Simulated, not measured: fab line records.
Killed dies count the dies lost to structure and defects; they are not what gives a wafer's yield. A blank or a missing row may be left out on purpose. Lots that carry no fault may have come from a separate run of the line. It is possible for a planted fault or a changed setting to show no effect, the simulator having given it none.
The tool behind it: which one? || flow n5 finfet || 24 lots with 72 wafers sampled at 4 steps, on a route of 1938 steps

## WHAT EACH GAUGE READ, for each wafer
N5_BEOL_M6_CD_MEAS_11: the cd target is 38.5 nm.
{"lot": "L074", "measured": "day 8 09:58", "on": "cd sem-01", "cd nm (nm)": "38.1 37.7 38.4"}
{"lot": "L075", "measured": "day 9 01:07", "on": "cd sem-03", "cd nm (nm)": "37.6 38.1 37.8"}
{"lot": "L077", "measured": "day 9 01:31", "on": "cd sem-01", "cd nm (nm)": "38.9 39.2 38.3"}
{"lot": "L076", "measured": "day 9 16:53", "on": "cd sem-03", "cd nm (nm)": "37.8 38.5 38.1"}
{"lot": "L078", "measured": "day 11 09:49", "on": "cd sem-01", "cd nm (nm)": "38.8 38.8 39.5"}
{"lot": "L079", "measured": "day 9 23:05", "on": "cd sem-02", "cd nm (nm)": "39.6 38.8 38.0"}
{"lot": "L081", "measured": "day 10 01:22", "on": "cd sem-02", "cd nm (nm)": "38.6 39.0 38.6"}
{"lot": "L080", "measured": "day 10 01:31", "on": "cd sem-03", "cd nm (nm)": "38.2 39.2 38.0"}
{"lot": "L082", "measured": "day 11 06:15", "on": "cd sem-03", "cd nm (nm)": "38.6 38.6 38.2"}
{"lot": "L083", "measured": "day 11 15:39", "on": "cd sem-03", "cd nm (nm)": "38.1 39.1 38.6"}
{"lot": "L084", "measured": "day 11 19:17", "on": "cd sem-01", "cd nm (nm)": "38.7 39.3 39.0"}
{"lot": "L086", "measured": "day 12 07:50", "on": "cd sem-01", "cd nm (nm)": "39.4 38.7 38.4"}
{"lot": "L085", "measured": "day 12 08:19", "on": "cd sem-02", "cd nm (nm)": "39.1 38.9 38.5"}
{"lot": "L088", "measured": "day 12 18:29", "on": "cd sem-01", "cd nm (nm)": "38.3 38.4 38.5"}
{"lot": "L087", "measured": "day 13 02:13", "on": "cd sem-01", "cd nm (nm)": "38.3 39.3 39.8"}
{"lot": "L090", "measured": "day 13 11:16", "on": "cd sem-03", "cd nm (nm)": "38.4 38.0 37.8"}
{"lot": "L089", "measured": "day 13 11:04", "on": "cd sem-01", "cd nm (nm)": "39.7 38.2 38.7"}
{"lot": "L091", "measured": "day 14 01:04", "on": "cd sem-03", "cd nm (nm)": "39.1 39.3 38.5"}
{"lot": "L092", "measured": "day 14 05:19", "on": "cd sem-02", "cd nm (nm)": "39.3 38.7 38.6"}
{"lot": "L093", "measured": "day 14 14:22", "on": "cd sem-03", "cd nm (nm)": "37.5 39.1 38.1"}
{"lot": "L095", "measured": "day 14 13:37", "on": "cd sem-02", "cd nm (nm)": "38.5 39.5 39.2"}
{"lot": "L097", "measured": "day 14 19:52", "on": "cd sem-01", "cd nm (nm)": "37.9 38.6 38.5"}
{"lot": "L094", "measured": "day 14 20:53", "on": "cd sem-03", "cd nm (nm)": "38.7 39.2 38.9"}
{"lot": "L096", "measured": "day 15 04:43", "on": "cd sem-01", "cd nm (nm)": "38.1 38.5 38.5"}

N5_BEOL_M6_INSPECT_30: inspects for defects (brightfield).
{"lot": "L074", "measured": "day 8 11:23", "on": "defect inspect-01", "raw defect count": "428 384 384"}
{"lot": "L075", "measured": "day 9 03:02", "on": "defect inspect-01", "raw defect count": "449 357 393"}
{"lot": "L077", "measured": "day 9 03:12", "on": "defect inspect-02", "raw defect count": "413 405 356"}
{"lot": "L076", "measured": "day 9 22:08", "on": "defect inspect-02", "raw defect count": "319 347 320"}
{"lot": "L078", "measured": "day 11 14:16", "on": "defect inspect-01", "raw defect count": "407 312 386"}
{"lot": "L079", "measured": "day 10 00:14", "on": "defect inspect-01", "raw defect count": "404 357 455"}
{"lot": "L081", "measured": "day 10 02:26", "on": "defect inspect-02", "raw defect count": "526 315 502"}
{"lot": "L080", "measured": "day 10 02:31", "on": "defect inspect-02", "raw defect count": "304 317 310"}
{"lot": "L082", "measured": "day 11 09:00", "on": "defect inspect-01", "raw defect count": "489 471 376"}
{"lot": "L083", "measured": "day 11 18:40", "on": "defect inspect-02", "raw defect count": "359 425 504"}
{"lot": "L084", "measured": "day 11 22:12", "on": "defect inspect-01", "raw defect count": "425 410 332"}
{"lot": "L086", "measured": "day 12 09:07", "on": "defect inspect-02", "raw defect count": "425 353 594"}
{"lot": "L085", "measured": "day 12 09:19", "on": "defect inspect-01", "raw defect count": "297 376 433"}
{"lot": "L088", "measured": "day 12 19:43", "on": "defect inspect-01", "raw defect count": "325 341 352"}
{"lot": "L087", "measured": "day 13 05:53", "on": "defect inspect-02", "raw defect count": "465 480 444"}
{"lot": "L090", "measured": "day 13 12:48", "on": "defect inspect-01", "raw defect count": "302 552 301"}
{"lot": "L089", "measured": "day 13 12:45", "on": "defect inspect-02", "raw defect count": "269 411 444"}
{"lot": "L091", "measured": "day 14 04:07", "on": "defect inspect-01", "raw defect count": "372 343 421"}
{"lot": "L092", "measured": "day 14 08:28", "on": "defect inspect-01", "raw defect count": "333 313 318"}
{"lot": "L093", "measured": "day 14 18:36", "on": "defect inspect-01", "raw defect count": "459 381 417"}
{"lot": "L095", "measured": "day 14 18:28", "on": "defect inspect-02", "raw defect count": "358 432 346"}
{"lot": "L097", "measured": "day 14 22:39", "on": "defect inspect-02", "raw defect count": "380 395 507"}
{"lot": "L094", "measured": "day 14 22:41", "on": "defect inspect-02", "raw defect count": "321 263 211"}
{"lot": "L096", "measured": "day 15 06:38", "on": "defect inspect-01", "raw defect count": "436 399 365"}

## WHICH TOOL RAN EACH LOT (tool, then ch and the chambers of the sampled wafers, then the start)
{"lot": "L074", "N5_BEOL_M5_ANNEAL_84": "pvd sputter-02, day 8 03:37", "N5_BEOL_M6_CURE_74": "uv cure-03 ch 2, day 8 07:07"}
{"lot": "L075", "N5_BEOL_M5_ANNEAL_84": "pvd sputter-01, day 8 20:31", "N5_BEOL_M6_CURE_74": "uv cure-01 ch 2, day 8 23:47"}
{"lot": "L077", "N5_BEOL_M5_ANNEAL_84": "pvd sputter-02, day 8 21:02", "N5_BEOL_M6_CURE_74": "uv cure-02 ch 2, day 9 00:26"}
{"lot": "L076", "N5_BEOL_M5_ANNEAL_84": "pvd sputter-03, day 9 08:56", "N5_BEOL_M6_CURE_74": "uv cure-02 ch 0, day 9 12:19"}
{"lot": "L078", "N5_BEOL_M5_ANNEAL_84": "pvd sputter-02, day 9 13:36", "N5_BEOL_M6_CURE_74": "uv cure-02 ch 0, day 11 07:12"}
{"lot": "L079", "N5_BEOL_M5_ANNEAL_84": "pvd sputter-01, day 9 14:04", "N5_BEOL_M6_CURE_74": "uv cure-02 ch 2, day 9 17:30"}
{"lot": "L081", "N5_BEOL_M5_ANNEAL_84": "pvd sputter-01, day 9 20:03", "N5_BEOL_M6_CURE_74": "uv cure-01 ch 0, day 9 23:34"}
{"lot": "L080", "N5_BEOL_M5_ANNEAL_84": "pvd sputter-03, day 9 20:16", "N5_BEOL_M6_CURE_74": "uv cure-02 ch 0, day 9 23:34"}
{"lot": "L082", "N5_BEOL_M5_ANNEAL_84": "pvd sputter-03, day 11 01:53", "N5_BEOL_M6_CURE_74": "uv cure-02 ch 0, day 11 05:23"}
{"lot": "L083", "N5_BEOL_M5_ANNEAL_84": "pvd sputter-01, day 11 08:43", "N5_BEOL_M6_CURE_74": "uv cure-02 ch 1, day 11 12:16"}
{"lot": "L084", "N5_BEOL_M5_ANNEAL_84": "pvd sputter-01, day 11 13:59", "N5_BEOL_M6_CURE_74": "uv cure-03 ch 1, day 11 17:20"}
{"lot": "L086", "N5_BEOL_M5_ANNEAL_84": "pvd sputter-03, day 12 02:05", "N5_BEOL_M6_CURE_74": "uv cure-03 ch 1, day 12 05:34"}
{"lot": "L085", "N5_BEOL_M5_ANNEAL_84": "pvd sputter-01, day 12 02:49", "N5_BEOL_M6_CURE_74": "uv cure-03 ch 0, day 12 06:05"}
{"lot": "L088", "N5_BEOL_M5_ANNEAL_84": "pvd sputter-03, day 12 13:29", "N5_BEOL_M6_CURE_74": "uv cure-02 ch 2, day 12 16:45"}
{"lot": "L087", "N5_BEOL_M5_ANNEAL_84": "pvd sputter-01, day 12 20:34", "N5_BEOL_M6_CURE_74": "uv cure-02 ch 0, day 12 23:55"}
{"lot": "L090", "N5_BEOL_M5_ANNEAL_84": "pvd sputter-02, day 13 04:49", "N5_BEOL_M6_CURE_74": "uv cure-01 ch 2, day 13 08:08"}
{"lot": "L089", "N5_BEOL_M5_ANNEAL_84": "pvd sputter-03, day 13 05:36", "N5_BEOL_M6_CURE_74": "uv cure-03 ch 0, day 13 08:57"}
{"lot": "L091", "N5_BEOL_M5_ANNEAL_84": "pvd sputter-01, day 13 19:24", "N5_BEOL_M6_CURE_74": "uv cure-01 ch 0, day 13 23:36"}
{"lot": "L092", "N5_BEOL_M5_ANNEAL_84": "pvd sputter-02, day 13 23:41", "N5_BEOL_M6_CURE_74": "uv cure-01 ch 1, day 14 02:58"}
{"lot": "L093", "N5_BEOL_M5_ANNEAL_84": "pvd sputter-01, day 14 06:47", "N5_BEOL_M6_CURE_74": "uv cure-03 ch 2, day 14 11:48"}
{"lot": "L095", "N5_BEOL_M5_ANNEAL_84": "pvd sputter-02, day 14 06:55", "N5_BEOL_M6_CURE_74": "uv cure-01 ch 0, day 14 12:01"}
{"lot": "L097", "N5_BEOL_M5_ANNEAL_84": "pvd sputter-01, day 14 12:28", "N5_BEOL_M6_CURE_74": "uv cure-02 ch 0, day 14 16:14"}
{"lot": "L094", "N5_BEOL_M5_ANNEAL_84": "pvd sputter-03, day 14 16:26", "N5_BEOL_M6_CURE_74": "uv cure-03 ch 1, day 14 19:48"}
{"lot": "L096", "N5_BEOL_M5_ANNEAL_84": "pvd sputter-01, day 14 22:32", "N5_BEOL_M6_CURE_74": "uv cure-02 ch 0, day 15 02:04"}
- N5_BEOL_M5_ANNEAL_84: time 1800 s.
- N5_BEOL_M6_CURE_74: cures SiCOH lowk, time 240 s.

## WHAT THE TOOLS THEMSELVES READ (means of the sampled wafers that have a number; where no wafer has one, the mark that the record gives instead)
N5_BEOL_M5_ANNEAL_84.
{"lot": "L074", "tool": "pvd sputter-02", "heater power w (W)": 881}
{"lot": "L075", "tool": "pvd sputter-01", "heater power w (W)": 792}
{"lot": "L077", "tool": "pvd sputter-02", "heater power w (W)": 848}
{"lot": "L076", "tool": "pvd sputter-03", "heater power w (W)": 806}
{"lot": "L078", "tool": "pvd sputter-02", "heater power w (W)": 864}
{"lot": "L079", "tool": "pvd sputter-01", "heater power w (W)": 765}
{"lot": "L081", "tool": "pvd sputter-01", "heater power w (W)": 748}
{"lot": "L080", "tool": "pvd sputter-03", "heater power w (W)": 815}
{"lot": "L082", "tool": "pvd sputter-03", "heater power w (W)": 823}
{"lot": "L083", "tool": "pvd sputter-01", "heater power w (W)": 800}
{"lot": "L084", "tool": "pvd sputter-01", "heater power w (W)": 793}
{"lot": "L086", "tool": "pvd sputter-03", "heater power w (W)": 845}
{"lot": "L085", "tool": "pvd sputter-01", "heater power w (W)": 793}
{"lot": "L088", "tool": "pvd sputter-03", "heater power w (W)": 813}
{"lot": "L087", "tool": "pvd sputter-01", "heater power w (W)": 786}
{"lot": "L090", "tool": "pvd sputter-02", "heater power w (W)": 931}
{"lot": "L089", "tool": "pvd sputter-03", "heater power w (W)": 817}
{"lot": "L091", "tool": "pvd sputter-01", "heater power w (W)": 773}
{"lot": "L092", "tool": "pvd sputter-02", "heater power w (W)": 890}
{"lot": "L093", "tool": "pvd sputter-01", "heater power w (W)": 771}
{"lot": "L095", "tool": "pvd sputter-02", "heater power w (W)": 836}
{"lot": "L097", "tool": "pvd sputter-01", "heater power w (W)": 766}
{"lot": "L094", "tool": "pvd sputter-03", "heater power w (W)": 785}
{"lot": "L096", "tool": "pvd sputter-01", "heater power w (W)": 774}

N5_BEOL_M6_CURE_74.
{"lot": "L074", "tool": "uv cure-03", "lamp power pct (%)": 52.28, "wafer_temp_C_max": 387.5}
{"lot": "L075", "tool": "uv cure-01", "lamp power pct (%)": 52.32, "wafer_temp_C_max": 386.8}
{"lot": "L077", "tool": "uv cure-02", "lamp power pct (%)": 52.29, "wafer_temp_C_max": 387.0}
{"lot": "L076", "tool": "uv cure-02", "lamp power pct (%)": 52.31, "wafer_temp_C_max": 386.8}
{"lot": "L078", "tool": "uv cure-02", "lamp power pct (%)": 52.29, "wafer_temp_C_max": 387.3}
{"lot": "L079", "tool": "uv cure-02", "lamp power pct (%)": 52.27, "wafer_temp_C_max": 387.3}
{"lot": "L081", "tool": "uv cure-01", "lamp power pct (%)": 52.32, "wafer_temp_C_max": 385.9}
{"lot": "L080", "tool": "uv cure-02", "lamp power pct (%)": 52.35, "wafer_temp_C_max": 386.9}
{"lot": "L082", "tool": "uv cure-02", "lamp power pct (%)": 52.29, "wafer_temp_C_max": 386.5}
{"lot": "L083", "tool": "uv cure-02", "lamp power pct (%)": 52.26, "wafer_temp_C_max": 385.8}
{"lot": "L084", "tool": "uv cure-03", "lamp power pct (%)": 52.35, "wafer_temp_C_max": 386.1}
{"lot": "L086", "tool": "uv cure-03", "lamp power pct (%)": 52.37, "wafer_temp_C_max": 385.8}
{"lot": "L085", "tool": "uv cure-03", "lamp power pct (%)": 52.28, "wafer_temp_C_max": 386.4}
{"lot": "L088", "tool": "uv cure-02", "lamp power pct (%)": 52.34, "wafer_temp_C_max": 387.2}
{"lot": "L087", "tool": "uv cure-02", "lamp power pct (%)": 52.33, "wafer_temp_C_max": 386.8}
{"lot": "L090", "tool": "uv cure-01", "lamp power pct (%)": 52.31, "wafer_temp_C_max": 386.1}
{"lot": "L089", "tool": "uv cure-03", "lamp power pct (%)": 52.30, "wafer_temp_C_max": 386.2}
{"lot": "L091", "tool": "uv cure-01", "lamp power pct (%)": 52.29, "wafer_temp_C_max": 386.1}
{"lot": "L092", "tool": "uv cure-01", "lamp power pct (%)": 52.30, "wafer_temp_C_max": 386.8}
{"lot": "L093", "tool": "uv cure-03", "lamp power pct (%)": 52.36, "wafer_temp_C_max": 386.9}
{"lot": "L095", "tool": "uv cure-01", "lamp power pct (%)": 52.34, "wafer_temp_C_max": 385.9}
{"lot": "L097", "tool": "uv cure-02", "lamp power pct (%)": 52.32, "wafer_temp_C_max": 387.0}
{"lot": "L094", "tool": "uv cure-03", "lamp power pct (%)": 52.34, "wafer_temp_C_max": 386.2}
{"lot": "L096", "tool": "uv cure-02", "lamp power pct (%)": 52.34, "wafer_temp_C_max": 386.8}

## THE ANSWER, worked out from the rows above alone
Rule: the usual values come from the lots themselves. The widest of any qualifying gaps counts: lots, ordered by their means at a reading, are off when they make up no more than a third of the lots, leave a main group of 4 or more, and stand apart from it by 3 or more times the standard deviation of that group's means. Not used: any main group whose means are identical at the precision the tables above print for the reading. A lot without any number at a reading at which 4 lots or more have one is off too. Where the step has rows for the other lots, those lots are counted as sound. Order of review: gauges by route order, followed by the tools' own readings, for which a lot's mean as printed above is used. The first step at which some lot is off is used, and at that step the reading that is off furthest; a lot without a number counts as furthest.
No lot is off on any of the readings shown, so nothing can be concluded from this.

## WHAT THE SIMULATOR HAD INSERTED
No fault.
